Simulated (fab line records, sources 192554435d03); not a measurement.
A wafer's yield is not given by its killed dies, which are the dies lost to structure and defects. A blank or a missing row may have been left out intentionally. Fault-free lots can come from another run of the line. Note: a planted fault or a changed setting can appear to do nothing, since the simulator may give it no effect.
fab line records	flow n5-finfet
record: lots: 24	wafers: 72	last-day: 18
route steps=1938 shown BEOL_M1@836 BEOL_M2@841
lots that met no fault: taken from a fault-free run of the same line
start-h: start of the lot's first displayed wafer, in hours after the record's first day	wait-h: time in hours since the lot's previous step	" identical to the entry in the row above	L1.1+2: a single row standing in for several wafers	- no value present, or no start provided	* or withheld: withheld	< > ~ a bound
route shown NAME@n: NAME is a module with steps in the file, n the number in the route of the first one	usual: the fault-free wafers' mean and standard deviation	same: alike in all rows	chamber/n: place in a boat	sites: the reading at each site	_std_site: the values' standard deviation	_edge_site: inner sites' mean taken away from outer sites' mean	radius-mm: how far each site lies from the wafer's centre	mask NAME#n: copy n	behind: the last tool/chamber to shape the wafer	hold: the reason the lot was held/the length of the hold in hours/how it ended	device: the transistor (n, p or np) that didn't switch	end of line: the tests these same wafers got at the end of their route	a step with no rows: only its recipe	killed: count of dies lost to structure and defects at first sort (not the wafer's yield)	map: the dies of a wafer, with x for killed, . for not killed, _ for no die there
set.NAME: the setting that was run; set.NAME@STEP: the one run at that earlier step	model.NAME: the simulator's own value behind a step, which no gauge read
one table for each step of the route and one row for each wafer, over a sample of lots
services: the hour from which a tool's chamber was out of use, counted from the record's first day as start-h (under 0 if before that day), plus the number of hours and why
== steps ==
step: N5_BEOL_M1_CO_CAP_55
recipe: material: Co	target-thk-a: 20	temp-c: 200	precursor: CCTBA/H2	pressure-torr: 30	time-s: 102.1
usual: heater-power-w: 251/12
lot.wafer	tool	chamber	start-h	wait-h	heater-power-w
L074.1	cvd-co-02	2	134.25	0.0	255
L074.3	"	0	"	"	235
L074.4	"	2	"	"	260
L075.2	cvd-co-01	1	138.11	0.0	277
L075.5	"	1	"	"	278
L075.6	"	0	"	"	261
L076.1	cvd-co-02	2	143.35	0.0	262
L076.2	"	1	"	"	250
L076.4	"	2	"	"	259
L077.1	cvd-co-02	2	144.83	0.0	252
L077.4	"	1	"	"	247
L077.5	"	0	"	"	238
L078.3	cvd-co-01	2	152.83	0.0	239
L078.4	"	0	"	"	259
L078.5	"	1	"	"	275
L079.1	cvd-co-01	0	159.85	0.0	268
L079.3	"	1	"	"	272
L079.4	"	1	"	"	276
L080.2	cvd-co-01	0	164.90	0.0	265
L080.5	"	2	"	"	244
L080.6	"	1	"	"	275
L081.1	cvd-co-02	1	175.40	0.0	248
L081.3	"	0	"	"	231
L081.4	"	2	"	"	262
L082.2	cvd-co-02	1	182.84	0.0	246
L082.4	"	2	"	"	257
L082.5	"	0	"	"	241
L083.1	cvd-co-02	1	193.30	0.0	253
L083.4	"	0	"	"	245
L083.5	"	1	"	"	253
L084.1	cvd-co-02	0	198.42	0.0	236
L084.5	"	0	"	"	237
L084.6	"	2	"	"	261
L085.2	cvd-co-02	1	205.16	0.0	249
L085.3	"	2	"	"	255
L085.4	"	0	"	"	235
L086.1	cvd-co-02	2	211.31	0.0	254
L086.3	"	0	"	"	236
L086.5	"	1	"	"	251
L087.1	cvd-co-02	0	217.20	0.0	235
L087.5	"	1	"	"	251
L087.6	"	2	"	"	254
L088.1	cvd-co-02	0	218.60	0.0	240
L088.2	"	1	"	"	250
L088.5	"	1	"	"	246
L089.1	cvd-co-02	2	218.71	0.0	261
L089.4	"	1	"	"	251
L089.5	"	0	"	"	242
L090.2	cvd-co-02	0	231.33	0.0	240
L090.3	"	1	"	"	252
L090.5	"	2	"	"	251
L092.2	cvd-co-02	2	239.29	0.0	262
L092.4	"	1	"	"	253
L092.5	"	0	"	"	235
L093.3	cvd-co-01	1	242.90	0.0	279
L093.5	"	1	"	"	270
L093.6	"	0	"	"	261
L094.2	cvd-co-01	1	251.15	0.0	274
L094.3	"	2	"	"	237
L094.5	"	2	"	"	239
L095.1	cvd-co-02	2	253.47	0.0	261
L095.4	"	1	"	"	252
L095.6	"	0	"	"	241
L096.2	cvd-co-01	0	262.50	0.0	267
L096.4	"	0	"	"	261
L096.5	"	2	"	"	246
L097.3	cvd-co-02	1	276.80	0.0	248
L097.5	"	2	"	"	257
L097.6	"	1	"	"	245
L091.3	cvd-co-02	1	277.63	0.0	256
L091.4	"	2	"	"	257
L091.5	"	1	"	"	251
step: N5_BEOL_M1_RS_MEAS_58
recipe: thk-meas-gauge: four-point-probe	reads: Co_of_BEOL_M1_CO_CAP_55+Cu_of_BEOL_M1_ECD_50+Co_of_BEOL_M1_CVD_47+TaN_of_BEOL_M1_ALD_84
usual: M1_RS: 0.66/0.033
lot.wafer	tool	chamber	start-h	wait-h	M1_RS[ohm/sq]
L074.1	film-metro-01	-	134.51	0.1	0.65
L074.3	"	-	"	"	0.74
L074.4	"	-	"	"	0.62
L075.2	film-metro-01	-	138.29	0.1	0.67
L075.5	"	-	"	"	0.69
L075.6	"	-	"	"	0.64
L076.1	film-metro-02	-	143.53	0.0	0.67
L076.2	"	-	"	"	0.67
L076.4	"	-	"	"	0.62
L077.1	film-metro-01	-	145.04	0.0	0.69
L077.4	"	-	"	"	0.73
L077.5	"	-	"	"	0.69
L078.3	film-metro-02	-	153.02	0.1	0.68
L078.4	"	-	"	"	0.71
L078.5	"	-	"	"	0.62
L079.1	film-metro-01	-	160.03	0.0	0.65
L079.3	"	-	"	"	0.68
L079.4	"	-	"	"	0.63
L080.2	film-metro-02	-	165.09	0.1	0.69
L080.5	"	-	"	"	0.62
L080.6	"	-	"	"	0.66
L081.1	film-metro-01	-	175.58	0.0	0.64
L081.3	"	-	"	"	0.63
L081.4	"	-	"	"	0.61
L082.2	film-metro-01	-	183.02	0.1	0.71
L082.4	"	-	"	"	0.66
L082.5	"	-	"	"	0.69
L083.1	film-metro-02	-	193.49	0.0	0.65
L083.4	"	-	"	"	0.67
L083.5	"	-	"	"	0.66
L084.1	film-metro-01	-	198.60	0.0	0.62
L084.5	"	-	"	"	0.62
L084.6	"	-	"	"	0.62
L085.2	film-metro-02	-	205.35	0.1	0.66
L085.3	"	-	"	"	0.62
L085.4	"	-	"	"	0.62
L086.1	film-metro-01	-	211.49	0.0	0.70
L086.3	"	-	"	"	0.70
L086.5	"	-	"	"	0.64
L087.1	film-metro-02	-	217.40	0.0	0.74
L087.5	"	-	"	"	0.66
L087.6	"	-	"	"	0.71
L088.1	film-metro-01	-	218.79	0.0	0.71
L088.2	"	-	"	"	0.68
L088.5	"	-	"	"	0.68
L089.1	film-metro-01	-	218.90	0.0	0.65
L089.4	"	-	"	"	0.60
L089.5	"	-	"	"	0.62
L090.2	film-metro-01	-	231.52	0.1	0.66
L090.3	"	-	"	"	0.67
L090.5	"	-	"	"	0.64
L092.2	film-metro-02	-	239.47	0.1	0.65
L092.4	"	-	"	"	0.64
L092.5	"	-	"	"	0.59
L093.3	film-metro-01	-	243.09	0.1	0.63
L093.5	"	-	"	"	0.65
L093.6	"	-	"	"	0.63
L094.2	film-metro-02	-	251.33	0.1	0.64
L094.3	"	-	"	"	0.63
L094.5	"	-	"	"	0.63
L095.1	film-metro-02	-	253.68	0.1	0.70
L095.4	"	-	"	"	0.64
L095.6	"	-	"	"	0.66
L096.2	film-metro-01	-	262.69	0.1	0.70
L096.4	"	-	"	"	0.64
L096.5	"	-	"	"	0.63
L097.3	film-metro-02	-	276.99	0.1	0.67
L097.5	"	-	"	"	0.68
L097.6	"	-	"	"	0.68
L091.3	film-metro-02	-	277.82	0.1	0.70
L091.4	"	-	"	"	0.66
L091.5	"	-	"	"	0.67
step: N5_BEOL_M2_ILD_DEP_00
recipe: material: SiOC	target-thk-a: 790	temp-c: 350	precursor: DEMS/O2	pressure-torr: 5	rf-w: 500	time-s: 15.3
usual: heater-power-w: 516/49	showerhead-plenum-p-Torr: 5.693/0.013	showerhead-vpp-V: 1357/65	throttle-valve-pct: 11.9/0.52
lot.wafer	tool	chamber	start-h	wait-h	heater-power-w	showerhead-plenum-p-Torr	showerhead-vpp-V	throttle-valve-pct
L074.1	pecvd-01	2	134.57	0.0	487	5.699	1319	12.3
L074.3	"	2	"	"	487	5.700	1316	12.2
L074.4	"	1	"	"	495	5.687	1383	12.0
L075.2	pecvd-02	0	138.35	0.0	544	5.699	1324	11.4
L075.5	"	2	"	"	510	5.668	1312	12.6
L075.6	"	1	"	"	450	5.713	1285	12.8
L076.1	pecvd-01	1	143.60	0.0	540	5.695	1394	12.0
L076.2	"	2	"	"	597	5.702	1314	12.1
L076.4	"	2	"	"	589	5.721	1294	12.4
L077.1	pecvd-02	1	145.10	0.0	512	5.707	1326	12.4
L077.4	"	0	"	"	525	5.706	1322	11.3
L077.5	"	1	"	"	510	5.711	1320	12.9
L078.3	pecvd-01	2	153.08	0.0	497	5.715	1326	12.2
L078.4	"	0	"	"	411	5.694	1383	11.9
L078.5	"	2	"	"	507	5.698	1318	12.3
L079.1	pecvd-04	0	160.10	0.0	499	5.692	1519	12.3
L079.3	"	1	"	"	547	5.690	1285	11.5
L079.4	"	1	"	"	544	5.705	1270	11.5
L080.2	pecvd-04	0	165.15	0.0	492	5.678	1498	12.2
L080.5	"	0	"	"	505	5.688	1489	12.3
L080.6	"	1	"	"	552	5.692	1292	11.6
L081.1	pecvd-04	2	175.65	0.0	495	5.677	1348	11.3
L081.3	"	0	"	"	519	5.686	1522	12.4
L081.4	"	2	"	"	508	5.700	1355	11.3
L082.2	pecvd-01	2	183.09	0.0	518	5.692	1298	12.3
L082.4	"	0	"	"	454	5.707	1374	12.0
L082.5	"	1	"	"	631	5.675	1384	12.0
L083.1	pecvd-01	2	193.55	0.0	594	5.703	1346	12.6
L083.4	"	2	"	"	580	5.686	1324	12.4
L083.5	"	0	"	"	444	5.698	1372	12.1
L084.1	pecvd-02	0	198.67	0.0	454	5.706	1317	11.6
L084.5	"	0	"	"	447	5.717	1337	11.5
L084.6	"	1	"	"	504	5.711	1310	12.8
L085.2	pecvd-04	1	205.41	0.0	553	5.709	1265	11.5
L085.3	"	0	"	"	511	5.685	1478	12.0
L085.4	"	0	"	"	521	5.681	1520	12.1
L086.1	pecvd-01	1	211.55	0.0	620	5.674	1384	12.1
L086.3	"	1	"	"	616	5.678	1405	12.3
L086.5	"	0	"	"	511	5.693	1390	12.1
L087.1	pecvd-02	1	217.46	0.0	516	5.705	1318	12.8
L087.5	"	2	"	"	557	5.688	1336	12.8
L087.6	"	0	"	"	475	5.699	1357	11.5
L088.1	pecvd-04	1	218.85	0.0	577	5.700	1279	11.5
L088.2	"	0	"	"	514	5.689	1500	12.3
L088.5	"	2	"	"	488	5.688	1320	11.2
L089.1	pecvd-04	2	218.96	0.0	433	5.686	1344	11.4
L089.4	"	1	"	"	543	5.705	1263	11.4
L089.5	"	0	"	"	485	5.696	1493	12.3
L090.2	pecvd-02	1	231.58	0.0	500	5.704	1325	12.7
L090.3	"	0	"	"	516	5.692	1320	11.5
L090.5	"	2	"	"	521	5.685	1324	12.6
L092.2	pecvd-01	1	239.53	0.0	556	5.676	1389	11.9
L092.4	"	2	"	"	547	5.705	1330	11.1
L092.5	"	0	"	"	450	5.709	1368	12.0
L093.3	pecvd-04	1	243.35	0.0	461	5.704	1270	11.5
L093.5	"	0	"	"	515	5.686	1528	12.1
L093.6	"	1	"	"	473	5.697	1293	11.3
L094.2	pecvd-01	2	251.39	0.0	504	5.700	1314	11.1
L094.3	"	1	"	"	568	5.674	1393	12.2
L094.5	"	2	"	"	500	5.705	1318	11.1
L095.1	pecvd-01	2	253.75	0.0	524	5.702	1338	11.0
L095.4	"	1	"	"	534	5.675	1398	11.7
L095.6	"	0	"	"	447	5.690	1372	12.0
L096.2	pecvd-01	0	262.75	0.0	467	5.687	1387	12.0
L096.4	"	2	"	"	574	5.699	1318	10.7
L096.5	"	0	"	"	467	5.697	1380	11.8
L097.3	pecvd-01	1	277.05	0.0	544	5.668	1369	12.0
L097.5	"	1	"	"	548	5.682	1419	12.0
L097.6	"	0	"	"	412	5.699	1343	12.2
L091.3	pecvd-04	2	277.88	0.0	472	5.690	1327	11.2
L091.4	"	0	"	"	481	5.676	1530	12.2
L091.5	"	1	"	"	555	5.707	1252	11.5
step: N5_BEOL_M2_CD_MEAS_11
recipe: target-cd-nm: 16.79	landing-energy-ev: 500	detector: se-inlens	polarity: opening
usual: cd-nm: 16.68/0.26
lot.wafer	tool	chamber	start-h	wait-h	cd-nm
L074.1	cd-sem-01	0	135.14	-	16.55
L074.3	"	0	"	"	16.64
L074.4	"	0	"	"	16.62
L075.2	cd-sem-02	0	139.01	-	16.43
L075.5	"	0	"	"	16.43
L075.6	"	0	"	"	16.63
L076.1	cd-sem-02	0	145.32	-	16.62
L076.2	"	0	"	"	16.82
L076.4	"	0	"	"	16.87
L077.1	cd-sem-01	0	146.30	-	16.33
L077.4	"	0	"	"	16.49
L077.5	"	0	"	"	16.66
L078.3	cd-sem-02	0	154.35	-	16.88
L078.4	"	0	"	"	16.86
L078.5	"	0	"	"	16.77
L079.1	cd-sem-02	0	161.31	-	16.82
L079.3	"	0	"	"	16.40
L079.4	"	0	"	"	16.21
L080.2	cd-sem-01	0	166.43	-	17.17
L080.5	"	0	"	"	16.67
L080.6	"	0	"	"	16.82
L081.1	cd-sem-02	0	178.24	-	16.93
L081.3	"	0	"	"	16.52
L081.4	"	0	"	"	16.80
L082.2	cd-sem-03	0	183.64	-	16.45
L082.4	"	0	"	"	15.89
L082.5	"	0	"	"	16.42
L083.1	cd-sem-02	0	195.29	-	16.93
L083.4	"	0	"	"	16.78
L083.5	"	0	"	"	16.75
L084.1	cd-sem-02	0	199.71	-	16.88
L084.5	"	0	"	"	16.81
L084.6	"	0	"	"	16.84
L085.2	cd-sem-03	0	206.36	-	16.50
L085.3	"	0	"	"	16.64
L085.4	"	0	"	"	16.57
L086.1	cd-sem-02	0	212.50	-	16.44
L086.3	"	0	"	"	16.38
L086.5	"	0	"	"	16.68
L087.1	cd-sem-01	0	218.71	-	16.61
L087.5	"	0	"	"	17.00
L087.6	"	0	"	"	16.71
L088.1	cd-sem-01	0	219.75	-	16.67
L088.2	"	0	"	"	16.30
L088.5	"	0	"	"	16.37
L089.1	cd-sem-01	0	220.06	-	16.96
L089.4	"	0	"	"	17.01
L089.5	"	0	"	"	17.08
L090.2	cd-sem-03	0	233.12	-	17.16
L090.3	"	0	"	"	16.67
L090.5	"	0	"	"	16.33
L092.2	cd-sem-01	0	242.22	-	16.90
L092.4	"	0	"	"	16.93
L092.5	"	0	"	"	16.84
L093.3	cd-sem-03	0	246.08	-	16.61
L093.5	"	0	"	"	16.50
L093.6	"	0	"	"	16.32
L094.2	cd-sem-02	0	254.54	-	16.82
L094.3	"	0	"	"	17.03
L094.5	"	0	"	"	17.47
L095.1	cd-sem-01	0	254.94	-	16.80
L095.4	"	0	"	"	16.28
L095.6	"	0	"	"	17.27
L096.2	cd-sem-03	0	266.30	-	16.87
L096.4	"	0	"	"	16.48
L096.5	"	0	"	"	16.38
L097.3	cd-sem-01	0	277.84	-	16.87
L097.5	"	0	"	"	16.72
L097.6	"	0	"	"	16.73
L091.3	cd-sem-02	0	280.18	-	16.75
L091.4	"	0	"	"	16.61
L091.5	"	0	"	"	17.09
step: N5_BEOL_M2_OVL_MEAS_29
recipe: points-per-wafer: 522
usual: V1_OVL: 1.1/0.65
lot.wafer	tool	chamber	start-h	wait-h	V1_OVL[nm]
L074.1	overlay-01	0	136.17	0.0	1.6
L074.3	"	0	"	"	1.5
L074.4	"	0	"	"	1.4
L075.2	overlay-02	0	139.93	0.0	0.5
L075.5	"	0	"	"	0.8
L075.6	"	0	"	"	0.8
L076.1	overlay-02	0	146.87	0.0	1.5
L076.2	"	0	"	"	1.3
L076.4	"	0	"	"	1.6
L077.1	overlay-01	0	147.98	0.0	0.4
L077.4	"	0	"	"	1.7
L077.5	"	0	"	"	-0.3
L078.3	overlay-01	0	155.57	0.0	0.8
L078.4	"	0	"	"	1.0
L078.5	"	0	"	"	1.7
L079.1	overlay-01	0	162.44	0.0	1.8
L079.3	"	0	"	"	1.2
L079.4	"	0	"	"	2.9
L080.2	overlay-01	0	167.43	0.0	1.5
L080.5	"	0	"	"	1.8
L080.6	"	0	"	"	2.2
L081.1	overlay-02	0	179.43	0.0	1.2
L081.3	"	0	"	"	0.4
L081.4	"	0	"	"	1.2
L082.2	overlay-01	0	185.29	0.0	2.1
L082.4	"	0	"	"	1.4
L082.5	"	0	"	"	1.6
L083.1	overlay-02	0	196.44	0.0	0.5
L083.4	"	0	"	"	0.4
L083.5	"	0	"	"	1.1
L084.1	overlay-02	0	200.94	0.0	0.2
L084.5	"	0	"	"	0.4
L084.6	"	0	"	"	1.2
L085.2	overlay-02	0	207.38	0.0	-0.1
L085.3	"	0	"	"	0.8
L085.4	"	0	"	"	-0.1
L086.1	overlay-02	0	213.41	0.0	1.1
L086.3	"	0	"	"	0.7
L086.5	"	0	"	"	1.0
L087.1	overlay-01	0	220.11	0.0	1.8
L087.5	"	0	"	"	0.3
L087.6	"	0	"	"	1.0
L088.1	overlay-02	0	220.69	0.0	0.5
L088.2	"	0	"	"	0.8
L088.5	"	0	"	"	1.6
L089.1	overlay-02	0	221.09	0.0	2.0
L089.4	"	0	"	"	1.6
L089.5	"	0	"	"	1.3
L090.2	overlay-01	0	234.57	0.0	0.0
L090.3	"	0	"	"	-0.1
L090.5	"	0	"	"	0.9
L092.2	overlay-02	0	243.29	0.0	2.2
L092.4	"	0	"	"	1.4
L092.5	"	0	"	"	1.1
L093.3	overlay-01	0	247.00	0.0	1.5
L093.5	"	0	"	"	0.1
L093.6	"	0	"	"	0.7
L094.2	overlay-01	0	255.90	0.0	0.7
L094.3	"	0	"	"	1.3
L094.5	"	0	"	"	1.8
L095.1	overlay-02	0	255.95	0.0	0.4
L095.4	"	0	"	"	0.7
L095.6	"	0	"	"	0.3
L096.2	overlay-01	0	267.25	0.0	0.9
L096.4	"	0	"	"	0.6
L096.5	"	0	"	"	0.0
L097.3	overlay-02	0	278.97	0.0	0.7
L097.5	"	0	"	"	0.5
L097.6	"	0	"	"	0.8
L091.3	overlay-01	0	281.36	0.1	1.6
L091.4	"	0	"	"	1.7
L091.5	"	0	"	"	1.1
step: N5_BEOL_M2_ETCHBACK_99
recipe: chemistry: CHF3	target: SiO2	target-depth-a: 50	time-s: 10.4	source-w: 215	bias-w: 47	Ar_flow_sccm: 200	CHF3_flow_sccm: 12	ion-energy-ev: 100	pressure-mtorr: 30
usual: drypump-motor-current-A: 5.9/0.41	oes_ar_750_au: 0.78/0.069	oes-product-au: 0.78/0.072	rf-vpp-V: 240/3.6	showerhead-plenum-p-Torr: 2.16/0.062	throttle-valve-pct: 17.17/0.2
lot.wafer	tool	chamber	start-h	wait-h	drypump-motor-current-A	oes_ar_750_au	oes-product-au	rf-hours-counter-h	rf-vpp-V	showerhead-plenum-p-Torr	throttle-valve-pct
L074.1	rie-diel-01	2	144.32	7.9	5.6	0.79	0.78	94	243	2.06	17.03
L074.3	"	1	"	"	6.2	0.86	0.85	60	246	2.18	17.14
L074.4	"	0	"	"	5.8	0.75	0.74	157	237	2.06	16.92
L075.2	rie-diel-04	1	145.58	5.2	5.6	0.84	0.84	71	239	2.19	17.24
L075.5	"	1	"	"	5.5	0.85	0.84	-	240	2.19	17.22
L075.6	"	0	"	"	5.3	0.73	0.72	-	234	2.15	17.13
L077.1	rie-diel-02	1	151.28	3.0	5.8	0.79	0.78	147	237	2.17	17.28
L077.4	"	0	"	"	6.1	0.92	0.91	14	238	2.22	17.06
L077.5	"	1	"	"	5.8	0.79	0.77	-	238	2.17	17.30
L076.1	rie-diel-02	1	153.76	6.4	5.8	0.79	0.77	148	236	2.17	17.29
L076.2	"	0	"	"	6.2	0.91	0.91	15	238	2.22	17.05
L076.4	"	3	"	"	5.2	0.71	0.72	185	238	2.16	17.03
L078.3	rie-diel-02	1	158.18	2.3	5.8	0.79	0.78	150	235	2.17	17.30
L078.4	"	3	"	"	5.2	0.72	0.71	188	239	2.16	17.03
L078.5	"	2	"	"	6.6	0.75	0.75	-	238	2.26	17.58
L079.1	rie-diel-01	1	164.69	2.0	6.2	0.85	0.86	67	247	2.18	17.17
L079.3	"	2	"	"	5.6	0.77	0.77	101	240	2.06	17.04
L079.4	"	0	"	"	5.9	0.74	0.74	165	237	2.06	16.91
L080.2	rie-diel-01	2	168.00	0.3	5.6	0.77	0.77	102	240	2.06	17.05
L080.5	"	1	"	"	6.1	0.85	0.86	-	245	2.18	17.17
L080.6	"	2	"	"	5.6	0.78	0.77	-	241	2.06	17.03
L081.1	rie-diel-04	1	183.86	3.7	5.5	0.83	0.82	87	240	2.18	17.26
L081.3	"	0	"	"	5.3	0.72	0.70	208	233	2.14	17.17
L081.4	"	0	"	"	5.3	0.72	0.70	-	233	2.14	17.16
L082.2	rie-diel-01	1	197.71	11.8	6.2	0.84	0.85	81	245	2.18	17.17
L082.4	"	3	"	"	6.7	0.70	0.70	239	246	2.22	17.45
L082.5	"	3	"	"	6.7	0.70	0.70	-	244	2.22	17.46
L083.1	rie-diel-04	2	201.63	4.9	6.0	0.77	0.79	109	240	2.17	16.83
L083.4	"	1	"	"	5.6	0.82	0.81	-	238	2.18	17.28
L083.5	"	2	"	"	6.0	0.77	0.78	-	241	2.17	16.84
L084.1	rie-diel-01	3	210.41	9.2	6.6	0.70	0.70	243	244	2.22	17.47
L084.5	"	1	"	"	6.2	0.83	0.83	-	246	2.17	17.21
L084.6	"	0	"	"	5.9	0.73	0.72	-	236	2.05	16.93
L085.2	rie-diel-02	1	218.95	11.0	5.8	0.77	0.76	165	236	2.16	17.34
L085.3	"	0	"	"	6.2	0.87	0.87	35	239	2.22	17.09
L085.4	"	2	"	"	6.6	0.74	0.73	186	237	2.25	17.60
L086.1	rie-diel-04	1	222.28	8.6	5.6	0.80	0.80	106	240	2.18	17.29
L086.3	"	2	"	"	6.0	0.76	0.78	117	240	2.17	16.85
L086.5	"	3	"	"	5.6	0.98	0.98	-	246	2.21	17.14
L087.1	rie-diel-02	0	222.76	2.3	6.2	0.88	0.87	36	240	2.22	17.10
L087.5	"	1	"	"	5.8	0.77	0.76	-	238	2.16	17.32
L087.6	"	0	"	"	6.2	0.87	0.86	-	239	2.22	17.09
L088.1	rie-diel-01	1	225.69	4.6	6.1	0.82	0.82	92	246	2.17	17.20
L088.2	"	0	"	"	5.9	0.72	0.72	189	235	2.05	16.97
L088.5	"	1	"	"	6.2	0.82	0.82	-	244	2.17	17.21
L089.1	rie-diel-04	0	228.44	6.9	5.3	0.71	0.69	221	235	2.14	17.18
L089.4	"	2	"	"	6.0	0.76	0.78	119	239	2.17	16.86
L089.5	"	0	"	"	5.3	0.71	0.70	-	234	2.14	17.19
L090.2	rie-diel-04	3	235.83	0.4	5.6	0.97	0.96	10	244	2.21	17.13
L090.3	"	1	"	"	5.5	0.80	0.79	110	239	2.18	17.29
L090.5	"	3	"	"	5.6	0.97	0.96	-	246	2.21	17.16
L092.2	rie-diel-02	0	249.32	5.7	6.2	0.86	0.85	45	240	2.21	17.11
L092.4	"	3	"	"	5.2	0.70	0.69	216	238	2.15	17.09
L092.5	"	2	"	"	6.6	0.73	0.73	-	238	2.25	17.60
L093.3	rie-diel-01	0	253.98	6.6	5.9	0.71	0.71	201	236	2.04	16.97
L093.5	"	0	"	"	5.9	0.72	0.71	-	237	2.04	16.98
L093.6	"	2	"	"	5.6	0.74	0.75	-	242	2.05	17.12
L094.2	rie-diel-01	0	261.14	5.0	5.9	0.71	0.71	204	236	2.04	17.00
L094.3	"	2	"	"	5.6	0.73	0.74	142	239	2.05	17.12
L094.5	"	1	"	"	6.2	0.80	0.82	-	243	2.17	17.23
L095.1	rie-diel-01	0	264.93	8.6	5.9	0.71	0.71	205	234	2.04	16.98
L095.4	"	2	"	"	5.6	0.74	0.75	-	241	2.05	17.12
L095.6	"	1	"	"	6.1	0.80	0.81	-	245	2.17	17.23
L096.2	rie-diel-04	1	273.57	5.7	5.5	0.79	0.78	124	241	2.17	17.32
L096.4	"	2	"	"	6.0	0.75	0.76	136	239	2.16	16.87
L096.5	"	3	"	"	5.6	0.92	0.93	-	247	2.21	17.17
L097.3	rie-diel-02	3	282.99	3.4	5.2	0.69	0.67	227	238	2.14	17.10
L097.5	"	2	"	"	6.6	0.73	0.71	-	238	2.25	17.63
L097.6	"	1	"	"	5.8	0.75	0.74	-	237	2.15	17.37
L091.3	rie-diel-02	2	285.67	3.9	6.6	0.72	0.72	208	239	2.25	17.63
L091.4	"	0	"	"	6.2	0.84	0.84	58	238	2.21	17.14
L091.5	"	0	"	"	6.2	0.84	0.84	-	237	2.21	17.14
== services ==
tool	chamber	start-h	hours	kind
cvd-co-02	1	114.67	-	clean
cvd-co-02	1	114.67	22.0	scheduled-down
cvd-co-02	1	114.67	22.0	vent-cycle
pecvd-01	0	131.43	10.7	repair
rie-diel-04	3	149.90	3.7	repair
pecvd-02	-	159.64	28.1	pm
rie-diel-02	2	165.11	1.6	repair
rie-diel-02	1	169.68	5.5	repair
rie-diel-02	-	176.27	14.6	pm
rie-diel-04	0	192.97	14.7	repair
pecvd-01	2	202.40	-	clean
pecvd-01	2	202.40	-	consumable-replace:showerhead
pecvd-01	2	202.40	29.0	scheduled-down
pecvd-01	2	202.40	29.0	vent-cycle
cvd-co-01	-	210.55	14.6	pm
cvd-co-02	-	225.15	6.0	pm
pecvd-04	2	237.47	1.8	repair
rie-diel-01	3	242.29	6.0	repair
pecvd-01	0	248.25	4.4	repair
pecvd-01	1	260.05	5.9	repair
pecvd-02	-	265.18	2.9	repair
pecvd-02	-	268.09	2.8	pm
rie-diel-01	1	269.22	5.2	repair
rie-diel-01	-	280.26	14.6	pm
== key ==
fault none
